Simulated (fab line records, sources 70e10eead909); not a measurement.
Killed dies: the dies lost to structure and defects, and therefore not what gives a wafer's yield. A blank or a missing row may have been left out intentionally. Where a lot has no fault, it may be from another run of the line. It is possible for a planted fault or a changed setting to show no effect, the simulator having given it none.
The tool behind it: which one? + flow nandHarc + 32 wafers from 11 lots sampled at 4 of the route's 1159 steps

WHAT THE GAUGES READ, wafer by wafer
NHARC_A_M1_CD_MEAS_09 targets a cd of 120 nm.
| lot  | measured     | on       | cdNm (nm)         |
|------|--------------|----------|-------------------|
| L666 | day 18 02:35 | cdSem-02 | 120.4 120.4 120.5 |
| L665 | day 18 03:27 | cdSem-02 | 120.5 120.2 120.9 |
| L664 | day 18 18:13 | cdSem-03 | 120.2 120.0 120.4 |
| L668 | day 18 18:43 | cdSem-03 | 119.9 120.3 120.1 |
| L670 | day 19 18:26 | cdSem-01 | 119.8 119.2 119.8 |
| L669 | day 20 00:25 | cdSem-01 | 120.2 119.4 119.8 |
| L672 | day 20 00:41 | cdSem-02 | 120.2 120.7 119.8 |
| L671 | day 20 05:57 | cdSem-01 | 119.5 119.5 119.6 |
| L677 | day 21 15:46 | cdSem-01 | 120.8 141.5       |
| L680 | day 23 00:09 | cdSem-01 | 120.9 140.7 140.9 |
| L685 | day 23 16:53 | cdSem-02 | 119.2 118.8 118.9 |

EACH LOT AND THE TOOL THAT RAN IT (in order: tool; ch and the chambers of the sampled wafers; start)
| lot  | NHARC_A_M0_PVD_21                      | NHARC_A_M0_ANNEAL_30            | NHARC_A_M1_PEB_07                |
|------|----------------------------------------|---------------------------------|----------------------------------|
| L666 | pvdSputter-02, day 18 00:18 or earlier | rtpAnneal-02 ch 0, day 18 00:18 | lithoTrack-04 ch 0, day 18 02:30 |
| L665 | pvdSputter-01, day 18 01:18 or earlier | rtpAnneal-02 ch 0, day 18 01:18 | lithoTrack-06 ch 0, day 18 03:22 |
| L664 | pvdSputter-01, day 18 15:59 or earlier | rtpAnneal-02 ch 0, day 18 15:59 | lithoTrack-01 ch 0, day 18 18:08 |
| L668 | pvdSputter-02, day 18 16:38 or earlier | rtpAnneal-02 ch 0, day 18 16:38 | lithoTrack-01 ch 0, day 18 18:38 |
| L670 | pvdSputter-03, day 19 16:14 or earlier | rtpAnneal-02 ch 0, day 19 16:14 | lithoTrack-04 ch 0, day 19 18:21 |
| L669 | pvdSputter-01, day 19 22:14 or earlier | rtpAnneal-02 ch 0, day 19 22:14 | lithoTrack-06 ch 0, day 20 00:20 |
| L672 | pvdSputter-02, day 19 22:27 or earlier | rtpAnneal-01 ch 0, day 19 22:27 | lithoTrack-01 ch 0, day 20 00:37 |
| L671 | pvdSputter-01, day 20 03:52 or earlier | rtpAnneal-02 ch 0, day 20 03:52 | lithoTrack-04 ch 0, day 20 05:52 |
| L677 | pvdSputter-02, day 21 13:38 or earlier | rtpAnneal-01 ch 0, day 21 13:38 | lithoTrack-01 ch 0, day 21 15:41 |
| L680 | pvdSputter-03, day 22 20:23 or earlier | rtpAnneal-02 ch 0, day 22 20:23 | lithoTrack-01 ch 0, day 23 00:04 |
| L685 | pvdSputter-02, day 23 14:47 or earlier | rtpAnneal-02 ch 0, day 23 14:47 | lithoTrack-06 ch 0, day 23 16:49 |
- NHARC_A_M0_PVD_21: deposits Cu, target thk 30 nm, time 20.49 s.
- NHARC_A_M0_ANNEAL_30: time 90 s.
- NHARC_A_M1_PEB_07: peb time 65 s.

THE ANSWER, worked out from the rows above alone
Rule: usual is defined by the lots themselves. The widest of any qualifying gaps counts: lots, ordered by their means at a reading, are off when they make up no more than a third of the lots, leave a main group of 4 or more, and stand apart from it by 3 or more times the standard deviation of that group's means. Not used: any main group whose means are identical at the precision the tables above print for the reading. A lot without any number at a reading at which 4 lots or more have one is off too. Any other lot the step has rows for is counted as sound.
Off: L677, L680, at NHARC_A_M1_CD_MEAS_09 (cdNm). Mean 119.9 nm and standard deviation 0.47 in the main group.
If a tool, at a process step before that reading, ran all the lots that are off and no sound lot after the first of them, it fits. Gauges at NHARC_A_M1_CD_MEAS_09: tried the same way as those tools. NHARC_A_M0_PVD_21 gives no start for some lots, so the hours and the order of its lots are those of NHARC_A_M0_ANNEAL_30. Can't be told from this: 2 tools fit, lithoTrack-01 at NHARC_A_M1_PEB_07, cdSem-01 at NHARC_A_M1_CD_MEAS_09.

WHAT THE SIMULATOR HAD PUT IN
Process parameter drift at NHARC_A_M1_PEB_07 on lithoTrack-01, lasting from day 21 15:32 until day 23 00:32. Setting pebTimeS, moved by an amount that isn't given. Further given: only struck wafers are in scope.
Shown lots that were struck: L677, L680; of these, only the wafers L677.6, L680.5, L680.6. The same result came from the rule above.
